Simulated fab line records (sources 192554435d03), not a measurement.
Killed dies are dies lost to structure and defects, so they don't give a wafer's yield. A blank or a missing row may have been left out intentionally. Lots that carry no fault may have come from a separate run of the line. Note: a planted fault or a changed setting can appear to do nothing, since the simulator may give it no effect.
Matching of chambers / flow n5-finfet / N5_BEOL_M7_CMP_52 on cmp-01: 4 sister chambers
The step polishes, stops on SiCOH lowk, t overpolish 6.9 s, target thk 80 nm. 8 wafers are shown with their chamber, then 11 later ones without.

== EACH WAFER AND ITS CHAMBER ==
wafer=L083.6; chamber=0; motor-current-A (A)=5.8; overpolish-run-s (s)=6.866
wafer=L088.4; chamber=3; motor-current-A (A)=5.7; overpolish-run-s (s)=6.887
wafer=L091.3; chamber=1; motor-current-A (A)=6.1; overpolish-run-s (s)=6.909
wafer=L091.6; chamber=2; motor-current-A (A)=6.5; overpolish-run-s (s)=6.906
wafer=L090.1; chamber=3; motor-current-A (A)=6.0; overpolish-run-s (s)=6.887
wafer=L090.2; chamber=1; motor-current-A (A)=6.0; overpolish-run-s (s)=6.905
wafer=L090.3; chamber=0; motor-current-A (A)=5.5; overpolish-run-s (s)=6.911
wafer=L092.1; chamber=2; motor-current-A (A)=6.5; overpolish-run-s (s)=6.897

== WAFERS MISSING THEIR CHAMBER ==
wafer=L092.4; motor-current-A (A)=5.4; overpolish-run-s (s)=6.891
wafer=L092.5; motor-current-A (A)=6.4; overpolish-run-s (s)=6.906
wafer=L093.1; motor-current-A (A)=5.6; overpolish-run-s (s)=6.907
wafer=L093.4; motor-current-A (A)=5.6; overpolish-run-s (s)=6.896
wafer=L093.6; motor-current-A (A)=5.7; overpolish-run-s (s)=6.892
wafer=L094.2; motor-current-A (A)=5.5; overpolish-run-s (s)=6.898
wafer=L094.3; motor-current-A (A)=5.8; overpolish-run-s (s)=6.904
wafer=L094.6; motor-current-A (A)=6.8; overpolish-run-s (s)=6.903
wafer=L095.2; motor-current-A (A)=5.8; overpolish-run-s (s)=6.911
wafer=L095.4; motor-current-A (A)=5.8; overpolish-run-s (s)=6.894
wafer=L095.5; motor-current-A (A)=5.9; overpolish-run-s (s)=6.913

== EACH ONE'S CHAMBER ==
wafer=L092.4; from the rows above=can't be placed: 0 or 3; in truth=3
wafer=L092.5; from the rows above=can't be placed: 2 or 1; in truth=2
wafer=L093.1; from the rows above=can't be placed: 0 or 3 or 1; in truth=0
wafer=L093.4; from the rows above=can't be placed: 0 or 3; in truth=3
wafer=L093.6; from the rows above=can't be placed: 0 or 3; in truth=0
wafer=L094.2; from the rows above=can't be placed: 0 or 3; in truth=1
wafer=L094.3; from the rows above=can't be placed: 3 or 0 or 1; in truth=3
wafer=L094.6; from the rows above=2; in truth=2
wafer=L095.2; from the rows above=can't be placed: 3 or 1 or 0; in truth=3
wafer=L095.4; from the rows above=can't be placed: 3 or 0 or 1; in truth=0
wafer=L095.5; from the rows above=can't be placed: 1 or 3 or 0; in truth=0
Placed correctly: 1 of 11. Unplaceable from these rows: 10, with the true chamber sitting among the candidates in 9. Number placed wrongly: 0.
How it was worked out, from the rows above alone: a wafer's distance from a chamber is the root of the sum, over the readings, of the square of ((its reading less the chamber's mean) divided by the reading's scatter). The wafer belongs to the nearest chamber; if the next one is less than 2 further off, it can't be placed. The mean given for a chamber averages the wafers shown for that chamber. The scatter: take each reading less its chamber's mean, square it, sum over the shown wafers, divide by the number of wafers less the number of chambers, and take the root.
